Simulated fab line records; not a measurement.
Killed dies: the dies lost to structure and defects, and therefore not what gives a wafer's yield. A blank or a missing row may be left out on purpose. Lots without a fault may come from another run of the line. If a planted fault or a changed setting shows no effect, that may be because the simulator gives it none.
fab line records	flow nand_harc
record lots=12	wafers=35	last_day=24
route steps=1159 shown A_STAIRCASE@599 END@1159
lots untouched by any fault: they come from a run of this same line in which no faults occurred
start_h: start of the lot's first displayed wafer, in hours after the record's first day	wait_h: hours from the lot's prior step to this one	" repeats the value in the row above	L1.1+2: a row that stands for several wafers	- value missing, or start not given	* or withheld: withheld	< > ~ a bound
route shown NAME@n: names a module that has steps shown in the file, with the first one's number in the route	usual: mean/standard deviation taken from wafers without a fault	same: alike in all rows	chamber/n: place in a boat	sites: per-site readings	_std_site: how widely they spread, as a standard deviation	_edge_site: outer sites' mean less inner sites'	radius_mm: for every site, how far away it sits from the centre of the wafer	mask NAME#n: copy n	behind: tool/chamber where the wafer was last shaped	hold: why the lot was held/for how many hours/how that ended	device: the n, p or np transistor that did not switch	end of line: the route-end tests of the same wafers	a step given without rows: its recipe and nothing more	killed: dies lost to structure and defects at the first sort, not the wafer's yield	map: a wafer's dies, x killed, . not, _ none there
set.NAME: the setting that was run; set.NAME@STEP: the one run at that earlier step	model.NAME: the simulator's own value behind a step, which no gauge read
a sample of lots followed through the steps of the route, with each step as a table and each wafer as a row
services: a tool's chamber out of use, with start hour (start_h, from the record's first day; less than 0 if before it), hours out, and reason
## steps
# step NHARC_A_STAIRCASE_STRIP_205
# recipe power_w=1500	temp_c=250	chemistry=O2
# usual drypump_motor_current_A=5.6/0.59	heater_power_w=319/20
lot.wafer	tool	chamber	start_h	wait_h	drypump_motor_current_A	heater_power_w	rf_hours_counter_h
L811.2	plasma_asher-02	1	253.55	0.3	6.1	338	17
L811.5	"	0	"	"	4.9	309	-
L811.6	"	1	"	"	6.1	341	-
L812.1	plasma_asher-02	1	259.08	0.1	6.1	326	20
L812.2	"	0	"	"	4.9	305	20
L812.6	"	0	"	"	4.9	294	-
L813.2	plasma_asher-01	0	259.23	0.1	5.2	344	54
L813.4	"	1	"	"	6.3	318	-
L813.3	"	0	"	"	5.2	330	-
L814.2	plasma_asher-02	0	269.63	0.1	4.9	305	24
L814.1	"	1	"	"	6.1	339	24
L814.3	"	0	"	"	4.8	304	-
L816.1	plasma_asher-02	1	280.46	0.6	6.1	339	28
L816.2	"	0	"	"	4.9	301	28
L816.6	"	1	"	"	6.1	333	-
L820.1	plasma_asher-01	0	301.02	0.1	5.2	343	6
L820.2	"	1	"	"	6.3	300	6
L820.6	"	0	"	"	5.2	342	-
L821.2	plasma_asher-02	0	321.88	0.1	4.8	300	42
L821.3	"	0	"	"	4.9	303	-
L821.5	"	1	"	"	6.1	340	-
L823.2	plasma_asher-01	0	322.06	0.1	5.2	335	12
L823.3	"	0	"	"	5.2	348	-
L823.5	"	0	"	"	5.2	340	-
L829.3	plasma_asher-01	0	357.20	0.2	5.2	344	-
L829.6	"	1	"	"	6.3	302	-
L833.1	plasma_asher-01	0	378.70	0.1	5.2	348	32
L833.2	"	1	"	"	6.3	292	32
L833.4	"	0	"	"	5.2	344	-
L831.2	plasma_asher-01	0	384.01	0.1	5.2	344	34
L831.1	"	1	"	"	6.3	294	34
L831.5	"	1	"	"	6.3	291	-
L832.2	plasma_asher-02	0	384.27	0.1	4.8	295	4
L832.3	"	0	"	"	4.8	300	-
L832.6	"	1	"	"	6.1	311	-
# step NHARC_A_STAIRCASE_TRIM_226
# recipe time_s=211.2	o2_flow_sccm=500	ar_flow_sccm=0	bias_w=0	chemistry=O2
# usual drypump_motor_current_A=5.9/0.38	oes_product_au=0.997/0.0076	rf_vpp_V=57.9/0.89	run_length_s=232.7/0.5	showerhead_plenum_p_Torr=3.56/0.16	throttle_valve_pct=17.036/0.0097
lot.wafer	tool	chamber	start_h	wait_h	drypump_motor_current_A	oes_product_au	rf_hours_counter_h	rf_vpp_V	run_length_s	showerhead_plenum_p_Torr	throttle_valve_pct
L811.2	rie_diel-12	2	257.26	-	5.8	0.993	17	59.5	232.3	3.57	17.033
L811.6	"	0	"	"	5.7	0.993	-	58.7	233.1	3.80	17.039
L811.5	"	1	"	"	5.9	1.002	-	58.3	232.3	3.77	17.040
L812.2	rie_diel-12	0	261.64	-	5.8	0.992	17	58.4	232.7	3.80	17.011
L812.1	"	2	"	"	5.8	1.006	18	58.3	231.6	3.57	17.028
L812.6	"	0	"	"	5.8	0.987	-	58.3	232.8	3.80	17.035
L813.4	rie_diel-12	3	261.73	-	5.5	1.003	18	57.9	233.1	3.68	17.047
L813.2	"	0	"	"	5.8	0.994	17	58.4	232.6	3.80	17.052
L813.3	"	1	"	"	5.9	1.000	18	60.3	232.3	3.77	17.028
L814.3	rie_diel-05	1	271.92	-	5.9	1.010	35	57.5	232.5	3.53	17.047
L814.1	"	2	"	"	6.2	0.993	38	60.3	232.8	3.71	17.042
L814.2	"	0	"	"	5.8	0.990	35	57.6	232.3	3.59	17.055
L816.2	rie_diel-05	0	282.90	-	5.8	0.999	40	56.1	232.5	3.59	17.041
L816.1	"	1	"	"	6.0	1.006	39	58.4	232.5	3.53	17.026
L816.6	"	2	"	"	6.2	0.999	-	58.7	232.6	3.70	17.043
L820.1	rie_diel-05	3	303.50	-	6.7	0.993	46	57.6	232.4	3.51	17.035
L820.2	"	1	"	"	5.9	0.993	49	56.8	232.3	3.52	17.051
L820.6	"	3	"	"	6.7	0.995	-	58.3	232.2	3.51	17.029
L821.2	rie_diel-02	3	324.00	-	6.4	1.005	58	55.1	232.6	3.31	17.025
L821.3	"	2	"	"	5.3	0.998	60	57.2	233.4	3.47	17.013
L821.5	"	3	"	"	6.4	1.000	-	56.5	232.6	3.31	17.038
L823.3	rie_diel-05	3	324.48	-	6.7	0.988	51	57.8	232.2	3.51	17.034
L823.2	"	2	"	"	6.2	0.976	57	57.9	232.3	3.70	17.031
L823.5	"	0	"	"	5.8	0.980	-	57.6	231.9	3.58	17.029
L829.3	rie_diel-05	1	359.35	-	5.9	1.013	4	57.1	150.5	3.51	17.037
L829.6	"	0	"	"	5.8	1.009	-	58.2	232.2	3.57	17.024
L833.1	rie_diel-02	1	382.38	-	6.3	1.003	16	57.1	232.7	3.30	17.022
L833.4	"	2	"	"	5.3	0.992	18	58.5	233.3	3.46	17.032
L833.2	"	0	"	"	5.7	1.011	19	55.8	232.9	3.31	17.044
L832.3	rie_diel-05	0	386.85	-	5.8	1.002	14	56.8	150.0	3.57	17.045
L832.2	"	2	"	"	6.2	1.001	11	58.9	233.0	3.68	17.051
L832.6	"	0	"	"	5.8	0.993	-	57.6	232.0	3.57	17.033
L831.2	rie_diel-05	2	386.93	-	6.1	1.012	11	58.1	232.8	3.68	17.030
L831.1	"	3	"	"	6.7	0.997	16	57.3	150.5	3.50	17.046
L831.5	"	2	"	"	6.1	1.009	-	57.7	232.9	3.68	17.043
# step NHARC_A_STAIRCASE_ETCH_230
# recipe target_depth_a=1000	time_s=40.5	ion_energy_ev=400	c4f8_flow_sccm=20	o2_flow_sccm=10	ar_flow_sccm=withheld	rf_w=600	bias_w=1000	chemistry=C4F8/O2
# usual oes_product_au=0.942/0.015	rf_vpp_V=897/6
lot.wafer	tool	chamber	start_h	wait_h	oes_product_au	rf_hours_counter_h	rf_vpp_V
L811.2	rie_diel-02	1	-	-	0.932	38	888
L811.6	"	3	"	"	0.946	-	888
L811.5	"	0	"	"	0.922	-	890
L812.2	rie_diel-05	0	-	-	0.975	34	898
L812.1	"	2	"	"	0.952	37	902
L812.6	"	1	"	"	0.960	-	894
L813.2	rie_diel-12	0	-	-	0.926	18	904
L813.3	"	1	"	"	0.937	18	904
L813.4	"	2	"	"	0.949	19	898
L814.1	rie_diel-05	3	-	-	0.948	31	896
L814.2	"	0	"	"	0.954	35	898
L814.3	"	2	"	"	0.938	39	902
L816.2	rie_diel-05	1	-	-	0.946	40	895
L816.1	"	3	"	"	0.938	36	895
L816.6	"	1	"	"	0.954	-	895
L820.2	rie_diel-12	2	-	-	0.988	33	897
L820.1	"	3	"	"	0.980	34	901
L820.6	"	2	"	"	0.970	-	897
L821.3	rie_diel-12	2	-	-	0.921	40	897
L821.2	"	3	"	"	0.932	41	901
L821.5	"	0	"	"	0.925	-	905
L823.2	rie_diel-05	0	-	-	0.922	57	898
L823.3	"	1	"	"	0.941	55	896
L823.5	"	3	"	"	0.929	-	895
L829.3	rie_diel-05	3	-	-	0.953	6	896
L829.6	"	1	"	"	0.958	-	895
L833.1	rie_diel-02	0	-	-	0.943	19	889
L833.2	"	1	"	"	0.941	16	888
L833.4	"	2	"	"	0.929	19	895
L832.3	rie_diel-05	2	-	-	0.957	11	902
L832.2	"	0	"	"	0.943	15	895
L832.6	"	1	"	"	0.946	-	895
L831.2	rie_diel-02	3	-	-	0.930	21	887
L831.1	"	1	"	"	0.926	18	887
L831.5	"	2	"	"	0.922	-	895
# step NHARC_A_STAIRCASE_TRIM_235
# recipe time_s=211.2	o2_flow_sccm=500	ar_flow_sccm=0	bias_w=0	chemistry=O2
# usual drypump_motor_current_A=5.9/0.37	oes_product_au=0.999/0.0074	rf_vpp_V=57.8/0.93	run_length_s=232.6/0.54	showerhead_plenum_p_Torr=3.54/0.16	throttle_valve_pct=17.037/0.009
lot.wafer	tool	chamber	start_h	wait_h	drypump_motor_current_A	oes_product_au	rf_hours_counter_h	rf_vpp_V	run_length_s	showerhead_plenum_p_Torr	throttle_valve_pct
L811.2	rie_diel-02	3	-	-	6.4	0.993	36	58.9	232.7	3.32	17.032
L811.5	"	2	"	"	5.3	0.998	-	59.8	233.2	3.48	17.028
L811.6	"	3	"	"	6.4	0.997	-	58.4	233.1	3.32	17.037
L812.1	rie_diel-05	1	-	-	5.9	0.993	34	57.6	232.5	3.53	17.044
L812.2	"	3	"	"	6.7	0.996	30	57.2	232.4	3.52	17.038
L812.6	"	1	"	"	5.9	1.020	-	57.3	232.3	3.53	17.039
L813.3	rie_diel-12	2	-	-	5.8	1.000	19	57.1	232.1	3.57	17.050
L813.2	"	3	"	"	5.5	0.992	19	57.6	233.1	3.68	17.031
L813.4	"	0	"	"	5.8	0.997	18	57.9	232.6	3.80	17.036
L814.2	rie_diel-05	3	-	-	6.7	1.006	32	58.7	232.3	3.52	17.035
L814.3	"	1	"	"	6.0	1.016	36	58.3	233.1	3.53	17.038
L814.1	"	2	"	"	6.1	1.012	39	58.8	232.5	3.70	17.039
L816.2	rie_diel-05	2	-	-	6.2	1.002	42	57.8	232.4	3.70	17.039
L816.1	"	3	"	"	6.6	1.000	36	56.5	232.3	3.52	17.018
L816.6	"	1	"	"	5.9	1.006	-	56.9	232.7	3.53	17.026
L820.2	rie_diel-12	0	-	-	5.8	0.991	34	58.5	232.7	3.79	17.034
L820.1	"	1	"	"	5.9	0.995	33	59.7	232.0	3.76	17.040
L820.6	"	3	"	"	5.5	0.997	-	58.3	233.4	3.67	17.035
L821.2	rie_diel-12	1	-	-	5.9	1.008	39	57.5	232.0	3.75	17.055
L821.3	"	3	"	"	5.5	0.996	42	56.5	233.3	3.66	17.030
L821.5	"	1	"	"	5.9	1.005	-	58.1	231.9	3.75	17.033
L823.2	rie_diel-05	0	-	-	5.8	1.001	57	58.8	231.8	3.58	17.041
L823.3	"	2	"	"	6.2	1.006	57	57.9	232.7	3.69	17.050
L823.5	"	0	"	"	5.8	1.001	-	56.7	232.0	3.58	17.023
L829.3	rie_diel-05	1	-	-	5.9	1.002	5	58.1	233.1	3.51	17.051
L829.6	"	1	"	"	5.9	1.003	-	58.4	232.5	3.51	17.042
L833.4	rie_diel-02	3	-	-	6.4	1.005	20	57.7	232.7	3.30	17.050
L833.2	"	1	"	"	6.3	1.000	17	57.0	232.7	3.30	17.053
L833.1	"	2	"	"	5.3	0.996	19	59.7	233.4	3.46	17.038
L831.1	rie_diel-02	3	-	-	6.4	0.998	21	57.9	232.7	3.30	17.035
L831.2	"	1	"	"	6.3	0.996	18	56.9	233.3	3.30	17.050
L831.5	"	0	"	"	5.7	1.008	-	57.0	233.1	3.31	17.043
L832.3	rie_diel-05	3	-	-	6.6	1.009	17	59.3	232.3	3.50	17.038
L832.2	"	1	"	"	5.9	1.009	14	56.9	232.4	3.51	17.036
L832.6	"	0	"	"	5.8	0.992	-	58.1	232.0	3.57	17.035
# step NHARC_END_SORT_01
# recipe temp_c=25
# usual killed_at_array=29/12	killed_at_other=0.7/1	killed_at_periphery=4/3.2	killed_dies=34/12	killed_open=3.4/2	killed_short=1.8/1.3
# same gross_dies=677
lot.wafer	tool	chamber	start_h	wait_h	killed_at_array	killed_at_other	killed_at_periphery	killed_dies	killed_open	killed_short
L821.2	prober-02	0	506.01	2.8	52	1	5	58	1	0
L821.3	prober-02	0	506.80	3.1	57	0	4	61	1	2
L821.5	prober-02	0	508.39	3.7	60	0	5	65	0	2
L823.2	prober-02	0	530.92	2.8	38	0	3	41	2	3
L823.3	prober-02	0	531.72	3.1	35	1	3	39	3	1
L823.5	prober-02	0	533.32	3.7	44	0	1	45	3	4
L829.3	prober-02	0	575.53	3.1	667	3	2	672	8	1
L829.6	prober-02	0	577.92	4.0	70	2	1	73	3	2
L832.2	prober-01	0	575.88	2.8	32	1	1	34	2	3
L832.3	prober-01	0	576.67	3.1	672	1	1	674	5	1
L832.6	prober-01	0	579.03	3.9	36	0	2	38	2	0
L831.1	prober-01	0	582.79	2.5	668	1	4	673	4	0
L831.2	prober-01	0	583.59	2.8	25	2	0	27	4	1
L831.5	prober-01	0	585.99	3.7	25	0	4	29	4	4
# killed by level:class
L821.2 A_CHANNEL_HOLE_D1:chamber_film_flake=21 A_SLIT:chamber_film_flake=15 A_CONTACT:chamber_film_flake=7 A_M0:chamber_film_flake=5 P_BONDPAD:chamber_film_flake=3 A_STAIRCASE:chamber_film_flake=3 P_M1:chamber_film_flake=2 A_CONTACT:geometric_particle:open=1
L821.3 A_SLIT:chamber_film_flake=22 A_CHANNEL_HOLE_D1:chamber_film_flake=21 A_STAIRCASE:chamber_film_flake=9 A_M0:chamber_film_flake=2 P_M0:geometric_particle:open=1 P_M0:geometric_particle:short=1 A_WL_FILL:geometric_particle:short=1 P_GATE:chamber_film_flake=1
L821.5 A_CHANNEL_HOLE_D1:chamber_film_flake=20 A_SLIT:chamber_film_flake=16 A_STAIRCASE:chamber_film_flake=12 A_M0:chamber_film_flake=6 A_CONTACT:chamber_film_flake=5 P_BONDPAD:chamber_film_flake=3 P_M0:geometric_particle:short=1 A_M1:geometric_particle:short=1
L823.2 A_SLIT:chamber_film_flake=15 A_CHANNEL_HOLE_D1:chamber_film_flake=14 A_STAIRCASE:chamber_film_flake=3 A_M1:chamber_film_flake=2 P_M0:geometric_particle:short=1 A_CHANNEL_FILL_D1:geometric_particle:open=1 A_STAIRCASE:geometric_particle:short=1 A_SGD_CUT:geometric_particle:short=1
L823.3 A_SLIT:chamber_film_flake=16 A_CHANNEL_HOLE_D1:chamber_film_flake=14 A_STAIRCASE:chamber_film_flake=2 P_CONTACT:geometric_particle:open=1 P_M0:geometric_particle:open=1 A_ONON_D1:geometric_particle:open=1 A_WL_FILL:geometric_particle:short=1 P_GATE:chamber_film_flake=1
L823.5 A_SLIT:chamber_film_flake=16 A_CHANNEL_HOLE_D1:chamber_film_flake=12 A_M1:chamber_film_flake=4 A_STAIRCASE:chamber_film_flake=3 A_WL_FILL:geometric_particle:short=2 A_CONTACT:geometric_particle:open=2 A_CONTACT:chamber_film_flake=2 P_M0:geometric_particle:short=1
L829.3 A_STAIRCASE:area_trim=619 A_CHANNEL_HOLE_D1:chamber_film_flake=14 A_SLIT:chamber_film_flake=13 A_STAIRCASE:chamber_film_flake=11 A_CONTACT:geometric_particle:open=3 THIN_TSV:chamber_film_flake=3 A_CHANNEL_HOLE_D1:geometric_particle:open=2 P_STI:geometric_particle:open=1
L832.2 A_SLIT:chamber_film_flake=12 A_CHANNEL_HOLE_D1:chamber_film_flake=7 A_CONTACT:chamber_film_flake=5 A_M1:chamber_film_flake=3 P_GATE:geometric_particle:short=1 A_ONON_D1:geometric_particle:short=1 A_CHANNEL_HOLE_D1:geometric_particle:short=1 A_SGD_CUT:geometric_particle:open=1
L832.3 A_STAIRCASE:area_trim=621 A_SLIT:chamber_film_flake=27 A_CHANNEL_HOLE_D1:chamber_film_flake=11 A_CONTACT:chamber_film_flake=3 A_BLC:geometric_particle:open=2 A_ZERO_WELL:chamber_film_flake=2 P_CONTACT:geometric_particle:open=1 A_WL_FILL:geometric_particle:short=1
L829.6 A_CHANNEL_HOLE_D1:chamber_film_flake=31 A_SLIT:chamber_film_flake=20 A_STAIRCASE:chamber_film_flake=11 A_M0:geometric_particle:short=2 A_CONTACT:chamber_film_flake=2 THIN_TSV:chamber_film_flake=2 P_GATE:geometric_particle:open=1 A_SOURCE_PLATE:geometric_particle:open=1
L832.6 A_SLIT:chamber_film_flake=14 A_CHANNEL_HOLE_D1:chamber_film_flake=12 A_CONTACT:chamber_film_flake=5 A_M0:geometric_particle:open=2 A_M1:chamber_film_flake=2 P_ZERO_WELL:chamber_film_flake=1 P_M0:chamber_film_flake=1 A_STAIRCASE:chamber_film_flake=1
L831.1 A_STAIRCASE:area_trim=642 A_CHANNEL_HOLE_D1:chamber_film_flake=14 A_CONTACT:chamber_film_flake=7 P_CONTACT:geometric_particle:open=1 P_M0:geometric_particle:open=1 P_STI:chamber_film_flake=1 A_SGD_CUT:geometric_particle:open=1 A_M0:geometric_particle:open=1
L831.2 A_CHANNEL_HOLE_D1:chamber_film_flake=12 A_CONTACT:chamber_film_flake=8 A_CHANNEL_HOLE_D1:geometric_particle:short=1 A_STAIRCASE:geometric_particle:open=1 A_WL_FILL:geometric_particle:open=1 A_BLC:geometric_particle:open=1 STARTING-WAFER:geometric_particle:open=1 A_WL_FILL:chamber_film_flake=1
L831.5 A_CHANNEL_HOLE_D1:chamber_film_flake=8 A_CONTACT:chamber_film_flake=8 A_ONON_D1:geometric_particle:open=2 A_M0:geometric_particle:short=2 A_STAIRCASE:chamber_film_flake=2 A_CHANNEL_FILL_D1:chamber_film_flake=2 P_CONTACT:geometric_particle:short=1 P_CONTACT:geometric_particle:open=1
## services
tool	chamber	start_h	hours	kind
rie_diel-05	0	246.18	-	clean
rie_diel-05	1	246.18	-	clean
rie_diel-05	2	246.18	-	clean
rie_diel-05	3	246.18	-	clean
rie_diel-02	2	269.84	3.8	repair
rie_diel-05	0	270.68	-	clean
rie_diel-05	1	270.68	-	clean
rie_diel-05	2	270.68	-	clean
rie_diel-05	3	270.68	-	clean
plasma_asher-01	-	276.16	9.0	pm
rie_diel-02	1	290.03	6.3	repair
rie_diel-05	0	295.23	-	clean
rie_diel-05	1	295.23	-	clean
rie_diel-05	2	295.23	-	clean
rie_diel-05	3	295.23	-	clean
rie_diel-05	0	319.75	-	clean
rie_diel-05	1	319.75	-	clean
rie_diel-02	-	328.07	9.0	pm
rie_diel-12	2	339.80	17.4	repair
rie_diel-05	-	340.66	9.0	pm
plasma_asher-01	-	349.08	0.4	repair
rie_diel-05	2	360.06	14.7	repair
plasma_asher-02	-	360.17	9.0	pm
rie_diel-12	-	379.51	9.0	pm
## key
first_sign step=NHARC_A_STAIRCASE_TRIM_226	reading=run_length_s	direction=down	sigmas=99+	usual=*	struck=*
effect step=NHARC_END_SORT_01	reading=killed_dies	direction=up	sigmas=54	usual=34	struck=673
more_kills_born_at NHARC_A_STAIRCASE_TRIM_226@rie_diel-05=1882
met_at NHARC_A_STAIRCASE_TRIM_226
struck_lots L829,L831,L832
struck_wafers L829.3,L831.1,L832.3
later_rows_left_out L829.3,L831.1,L832.3
tester_left_out L829,L831,L832
not_acting_at NHARC_A_STAIRCASE_STRIP_205,NHARC_A_STAIRCASE_ETCH_230,NHARC_A_STAIRCASE_TRIM_235
onset_between 324.48 359.35
fault kind=process_parameter_drift	tool=rie_diel-05	chamber=-	onset_h=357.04	steps=NHARC_A_STAIRCASE_TRIM_226	channel=time_s	offset=*	shape=step	end_h=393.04	scope=struck_wafers_only	acts_in=*	stated=*
# tester_left_out: of these lots the tester's yield and bins aren't shown, on N5 and GAA mostly nor the transistor test; their killed dies are dies lost to structure and defects alone, not to doping, threshold or leakage, so they don't give the yield
# later_rows_left_out: the simulator's readings of these wafers behind a module that went badly wrong aren't trusted and aren't shown, but for the sort
